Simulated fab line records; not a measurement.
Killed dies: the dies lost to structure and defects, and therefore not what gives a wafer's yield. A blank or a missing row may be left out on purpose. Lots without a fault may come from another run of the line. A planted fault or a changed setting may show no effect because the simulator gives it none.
Which of the tools did it? :: flow n5_finfet :: 33 wafers from 11 lots sampled at 4 of the route's 1938 steps

## WHAT THE GAUGES SHOWED, per wafer
N5_MIM_TOP_LITHO_INSPECT_12: inspects for defects (macro).
lot: L323
measured: day 14 15:51
on: defect_inspect-02
raw_defect_count: 0 4 6

lot: L326
measured: day 15 00:56
on: defect_inspect-02
raw_defect_count: 0 2 4

lot: L329
measured: day 15 12:40
on: defect_inspect-02
raw_defect_count: 1 2 5

lot: L332
measured: day 16 14:12
on: defect_inspect-02
raw_defect_count: 3 >300 3

lot: L335
measured: day 17 02:26
on: defect_inspect-01
raw_defect_count: 0 >300 4

lot: L337
measured: day 18 18:51
on: defect_inspect-02
raw_defect_count: 1 2 2

lot: L338
measured: day 18 19:02
on: defect_inspect-01
raw_defect_count: 1 3 1

lot: L343
measured: day 19 18:41
on: defect_inspect-01
raw_defect_count: 2 3 3

lot: L342
measured: day 19 19:06
on: defect_inspect-01
raw_defect_count: 4 3 5

lot: L344
measured: day 20 02:24
on: defect_inspect-01
raw_defect_count: 2 4 1

lot: L341
measured: day 20 13:45
on: defect_inspect-02
raw_defect_count: 0 1 0

## WHICH TOOL RAN EACH LOT (tool, then ch and the chambers of the sampled wafers, then the start)
lot: L323
N5_BEOL_M15_DEP_53: pecvd-04 ch 1,2, day 14 12:57
N5_MIM_TOP_ALD_02: ald_hk-02 ch 0,1,3, day 14 15:00
N5_MIM_TOP_SPUTTER_03: pvd_sputter-02, day 14 15:13

lot: L326
N5_BEOL_M15_DEP_53: pecvd-04 ch 0,1,2, day 14 19:31
N5_MIM_TOP_ALD_02: ald_hk-02 ch 0,1, day 14 23:00
N5_MIM_TOP_SPUTTER_03: pvd_sputter-02, day 15 00:19

lot: L329
N5_BEOL_M15_DEP_53: pecvd-02 ch 1,2, day 15 08:55
N5_MIM_TOP_ALD_02: ald_hk-01 ch 0,1,2, day 15 11:00
N5_MIM_TOP_SPUTTER_03: pvd_sputter-01, day 15 12:05

lot: L332
N5_BEOL_M15_DEP_53: pecvd-03 ch 0,1,2, day 16 10:18
N5_MIM_TOP_ALD_02: ald_hk-02 ch 0,2,3, day 16 13:00
N5_MIM_TOP_SPUTTER_03: pvd_sputter-01, day 16 13:38

lot: L335
N5_BEOL_M15_DEP_53: pecvd-03 ch 0,2, day 16 21:25
N5_MIM_TOP_ALD_02: ald_hk-02 ch 1,2, day 16 23:00
N5_MIM_TOP_SPUTTER_03: pvd_sputter-03, day 17 01:52

lot: L337
N5_BEOL_M15_DEP_53: pecvd-03 ch 1,2, day 18 12:58
N5_MIM_TOP_ALD_02: ald_hk-03 ch 0,2,3, day 18 15:00
N5_MIM_TOP_SPUTTER_03: pvd_sputter-03, day 18 18:17

lot: L338
N5_BEOL_M15_DEP_53: pecvd-03 ch 0,1,2, day 18 13:35
N5_MIM_TOP_ALD_02: ald_hk-01 ch 1,2,3, day 18 15:00
N5_MIM_TOP_SPUTTER_03: pvd_sputter-03, day 18 18:25

lot: L343
N5_BEOL_M15_DEP_53: pecvd-02 ch 1,2, day 19 12:46
N5_MIM_TOP_ALD_02: ald_hk-03 ch 0,1,3, day 19 16:00
N5_MIM_TOP_SPUTTER_03: pvd_sputter-03, day 19 18:07

lot: L342
N5_BEOL_M15_DEP_53: pecvd-02 ch 1,2, day 19 13:08
N5_MIM_TOP_ALD_02: ald_hk-02 ch 0,2,3, day 19 16:00
N5_MIM_TOP_SPUTTER_03: pvd_sputter-01, day 19 18:40

lot: L344
N5_BEOL_M15_DEP_53: pecvd-02 ch 0,1,2, day 19 22:22
N5_MIM_TOP_ALD_02: ald_hk-01 ch 1,2, day 20 00:00
N5_MIM_TOP_SPUTTER_03: pvd_sputter-01, day 20 01:49

lot: L341
N5_BEOL_M15_DEP_53: pecvd-02 ch 1,2, day 20 09:12
N5_MIM_TOP_ALD_02: ald_hk-01 ch 0,2, day 20 11:00
N5_MIM_TOP_SPUTTER_03: pvd_sputter-01, day 20 13:11
- N5_BEOL_M15_DEP_53: deposits SiCN from 3MS/NH3, target thk 50 nm, time 17.8 s.
- N5_MIM_TOP_ALD_02: deposits Al2O3, purge time 3 s, co reactant pulse time 3 s.
- N5_MIM_TOP_SPUTTER_03: material TiN, target thk 35 nm, time 89.7 s.

## WHAT THE TOOLS THEMSELVES READ (means of the sampled wafers that have a number; where no wafer has one, the mark that the record gives instead)
N5_BEOL_M15_DEP_53.
lot: L323
tool: pecvd-04
showerhead_plenum_p_Torr (Torr): 4.18
throttle_valve_pct (%): 19.1

lot: L326
tool: pecvd-04
showerhead_plenum_p_Torr (Torr): 4.20
throttle_valve_pct (%): 18.6

lot: L329
tool: pecvd-02
showerhead_plenum_p_Torr (Torr): 4.14
throttle_valve_pct (%): 17.2

lot: L332
tool: pecvd-03
showerhead_plenum_p_Torr (Torr): 4.14
throttle_valve_pct (%): 17.9

lot: L335
tool: pecvd-03
showerhead_plenum_p_Torr (Torr): 4.14
throttle_valve_pct (%): 17.2

lot: L337
tool: pecvd-03
showerhead_plenum_p_Torr (Torr): 4.13
throttle_valve_pct (%): 17.8

lot: L338
tool: pecvd-03
showerhead_plenum_p_Torr (Torr): 4.14
throttle_valve_pct (%): 17.9

lot: L343
tool: pecvd-02
showerhead_plenum_p_Torr (Torr): 4.15
throttle_valve_pct (%): 17.4

lot: L342
tool: pecvd-02
showerhead_plenum_p_Torr (Torr): 4.15
throttle_valve_pct (%): 17.6

lot: L344
tool: pecvd-02
showerhead_plenum_p_Torr (Torr): 4.18
throttle_valve_pct (%): 17.6

lot: L341
tool: pecvd-02
showerhead_plenum_p_Torr (Torr): 4.16
throttle_valve_pct (%): 17.6

N5_MIM_TOP_ALD_02.
lot: L323
tool: ald_hk-02
precursor_pulse_height_rel: 0.999

lot: L326
tool: ald_hk-02
precursor_pulse_height_rel: 0.996

lot: L329
tool: ald_hk-01
precursor_pulse_height_rel: 0.989

lot: L332
tool: ald_hk-02
precursor_pulse_height_rel: 1.003

lot: L335
tool: ald_hk-02
precursor_pulse_height_rel: 1.005

lot: L337
tool: ald_hk-03
precursor_pulse_height_rel: 0.992

lot: L338
tool: ald_hk-01
precursor_pulse_height_rel: 1.002

lot: L343
tool: ald_hk-03
precursor_pulse_height_rel: 0.979

lot: L342
tool: ald_hk-02
precursor_pulse_height_rel: 0.976

lot: L344
tool: ald_hk-01
precursor_pulse_height_rel: 0.997

lot: L341
tool: ald_hk-01
precursor_pulse_height_rel: 1.009

N5_MIM_TOP_SPUTTER_03.
lot: L323
tool: pvd_sputter-02
susceptor_temp_C (C): 199.94
throttle_valve_pct (%): 29.5

lot: L326
tool: pvd_sputter-02
susceptor_temp_C (C): 199.74
throttle_valve_pct (%): 30.6

lot: L329
tool: pvd_sputter-01
susceptor_temp_C (C): 199.80
throttle_valve_pct (%): 29.1

lot: L332
tool: pvd_sputter-01
susceptor_temp_C (C): 200.00
throttle_valve_pct (%): 30.0

lot: L335
tool: pvd_sputter-03
susceptor_temp_C (C): 200.00
throttle_valve_pct (%): 29.9

lot: L337
tool: pvd_sputter-03
susceptor_temp_C (C): 199.92
throttle_valve_pct (%): 29.8

lot: L338
tool: pvd_sputter-03
susceptor_temp_C (C): 199.91
throttle_valve_pct (%): 29.5

lot: L343
tool: pvd_sputter-03
susceptor_temp_C (C): 200.06
throttle_valve_pct (%): 29.2

lot: L342
tool: pvd_sputter-01
susceptor_temp_C (C): 200.00
throttle_valve_pct (%): 29.1

lot: L344
tool: pvd_sputter-01
susceptor_temp_C (C): 200.06
throttle_valve_pct (%): 30.1

lot: L341
tool: pvd_sputter-01
susceptor_temp_C (C): 200.13
throttle_valve_pct (%): 29.5

## THE ANSWER, worked out from the rows above alone
Rule: the usual values come from the lots themselves. The widest of any qualifying gaps counts: lots, ordered by their means at a reading, are off when they make up no more than a third of the lots, leave a main group of 4 or more, and stand apart from it by 3 or more times the standard deviation of that group's means. A main group whose means are all the same, to the digits that the tables above print for the reading, isn't used. A lot without any number at a reading at which 4 lots or more have one is off too. All remaining lots with rows at the step are treated as sound. Order of review: gauges by route order, followed by the tools' own readings, for which a lot's mean as printed above is used. At the first step where some lot is off, the reading lying furthest off is the one used; lots without a number count as furthest.
Across all readings shown, no lot is off: no conclusion can be drawn from this.

## WHAT WAS PUT IN BY THE SIMULATOR
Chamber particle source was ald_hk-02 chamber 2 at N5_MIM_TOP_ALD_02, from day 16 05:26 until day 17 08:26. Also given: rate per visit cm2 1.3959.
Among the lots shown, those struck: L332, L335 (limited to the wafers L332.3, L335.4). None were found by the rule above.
